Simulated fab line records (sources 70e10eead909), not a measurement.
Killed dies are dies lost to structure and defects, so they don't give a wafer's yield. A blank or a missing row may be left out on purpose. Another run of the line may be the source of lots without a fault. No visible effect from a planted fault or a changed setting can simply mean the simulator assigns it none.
Matching of chambers :: flow nand_harc :: 4 sister chambers for NHARC_P_M2_ETCH_35 on rie_diel-07
The step etches the open film in N2/H2, target depth 40 nm, overetch 12 nm, time 43.94 s. 18 wafers are shown with their chamber, then 9 later ones without.

== WAFERS PAIRED WITH THEIR CHAMBERS ==
wafer: L075.2
chamber: 2
drypump_motor_current_A (A): 5.7
rf_vpp_V (V): 433.4
throttle_valve_pct (%): 14.175

wafer: L075.3
chamber: 3
drypump_motor_current_A (A): 5.4
rf_vpp_V (V): 431.7
throttle_valve_pct (%): 14.173

wafer: L075.6
chamber: 1
drypump_motor_current_A (A): 6.5
rf_vpp_V (V): 430.2
throttle_valve_pct (%): 14.164

wafer: L077.3
chamber: 2
drypump_motor_current_A (A): 5.7
rf_vpp_V (V): 434.4
throttle_valve_pct (%): 14.183

wafer: L077.4
chamber: 1
drypump_motor_current_A (A): 6.5
rf_vpp_V (V): 430.9
throttle_valve_pct (%): 14.177

wafer: L077.5
chamber: 0
drypump_motor_current_A (A): 5.4
rf_vpp_V (V): 428.3
throttle_valve_pct (%): 14.185

wafer: L078.3
chamber: 2
drypump_motor_current_A (A): 5.7
rf_vpp_V (V): 434.0
throttle_valve_pct (%): 14.188

wafer: L078.5
chamber: 2
drypump_motor_current_A (A): 5.7
rf_vpp_V (V): 435.4
throttle_valve_pct (%): 14.180

wafer: L078.6
chamber: 1
drypump_motor_current_A (A): 6.5
rf_vpp_V (V): 429.2
throttle_valve_pct (%): 14.178

wafer: L082.2
chamber: 3
drypump_motor_current_A (A): 5.4
rf_vpp_V (V): 430.7
throttle_valve_pct (%): 14.167

wafer: L082.3
chamber: 2
drypump_motor_current_A (A): 5.7
rf_vpp_V (V): 435.7
throttle_valve_pct (%): 14.184

wafer: L082.5
chamber: 2
drypump_motor_current_A (A): 5.7
rf_vpp_V (V): 433.5
throttle_valve_pct (%): 14.171

wafer: L083.1
chamber: 0
drypump_motor_current_A (A): 5.4
rf_vpp_V (V): 426.6
throttle_valve_pct (%): 14.171

wafer: L083.2
chamber: 3
drypump_motor_current_A (A): 5.4
rf_vpp_V (V): 430.7
throttle_valve_pct (%): 14.167

wafer: L083.4
chamber: 1
drypump_motor_current_A (A): 6.5
rf_vpp_V (V): 427.7
throttle_valve_pct (%): 14.180

wafer: L084.1
chamber: 3
drypump_motor_current_A (A): 5.3
rf_vpp_V (V): 432.6
throttle_valve_pct (%): 14.157

wafer: L084.2
chamber: 1
drypump_motor_current_A (A): 6.5
rf_vpp_V (V): 428.7
throttle_valve_pct (%): 14.167

wafer: L084.6
chamber: 2
drypump_motor_current_A (A): 5.7
rf_vpp_V (V): 435.0
throttle_valve_pct (%): 14.168

SIGNATURES, as means of the wafers listed above
reading: drypump_motor_current_A
chamber 0: 5.400
chamber 1: 6.500
chamber 2: 5.700
chamber 3: 5.375
scatter within a chamber: 0.0231

reading: rf_vpp_V
chamber 0: 427.450
chamber 1: 429.340
chamber 2: 434.486
chamber 3: 431.425
scatter within a chamber: 1.04

reading: throttle_valve_pct
chamber 0: 14.17800
chamber 1: 14.17320
chamber 2: 14.17843
chamber 3: 14.16600
scatter within a chamber: 0.00736
Rule: for a wafer and a chamber, the distance is found by dividing, reading by reading, the gap between the wafer's reading and the chamber's mean by the reading's scatter, squaring, summing and taking the root. If the next closest chamber is less than 2 further off than the closest, the wafer can't be placed; otherwise it belongs to the closest. The scatter: the root of (the sum of the squares of (reading less its chamber's mean) over the shown wafers, divided by (wafers less chambers)).

== WAFERS MISSING THEIR CHAMBER ==
wafer: L085.2
drypump_motor_current_A (A): 6.5
rf_vpp_V (V): 428.9
throttle_valve_pct (%): 14.164

wafer: L085.4
drypump_motor_current_A (A): 5.4
rf_vpp_V (V): 427.9
throttle_valve_pct (%): 14.172

wafer: L085.5
drypump_motor_current_A (A): 5.4
rf_vpp_V (V): 433.1
throttle_valve_pct (%): 14.188

wafer: L088.2
drypump_motor_current_A (A): 5.5
rf_vpp_V (V): 429.7
throttle_valve_pct (%): 14.161

wafer: L088.3
drypump_motor_current_A (A): 6.5
rf_vpp_V (V): 429.9
throttle_valve_pct (%): 14.166

wafer: L088.5
drypump_motor_current_A (A): 5.7
rf_vpp_V (V): 434.2
throttle_valve_pct (%): 14.168

wafer: L095.2
drypump_motor_current_A (A): 5.4
rf_vpp_V (V): 431.0
throttle_valve_pct (%): 14.176

wafer: L095.3
drypump_motor_current_A (A): 5.4
rf_vpp_V (V): 428.8
throttle_valve_pct (%): 14.177

wafer: L095.6
drypump_motor_current_A (A): 5.4
rf_vpp_V (V): 426.8
throttle_valve_pct (%): 14.175

== CHAMBER TAKEN BY EACH ==
wafer: L085.2
from the rows above: 1
in truth: 1

wafer: L085.4
from the rows above: 0
in truth: 0

wafer: L085.5
from the rows above: 3
in truth: 3

wafer: L088.2
from the rows above: can't be placed: 0 or 3
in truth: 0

wafer: L088.3
from the rows above: 1
in truth: 1

wafer: L088.5
from the rows above: 2
in truth: 2

wafer: L095.2
from the rows above: can't be placed: 3 or 0
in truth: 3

wafer: L095.3
from the rows above: can't be placed: 0 or 3
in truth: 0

wafer: L095.6
from the rows above: 0
in truth: 0
Placed correctly: 6 of 9. These rows do not allow placing 3 (true chamber among the candidates in 3). Placed wrongly: 0.
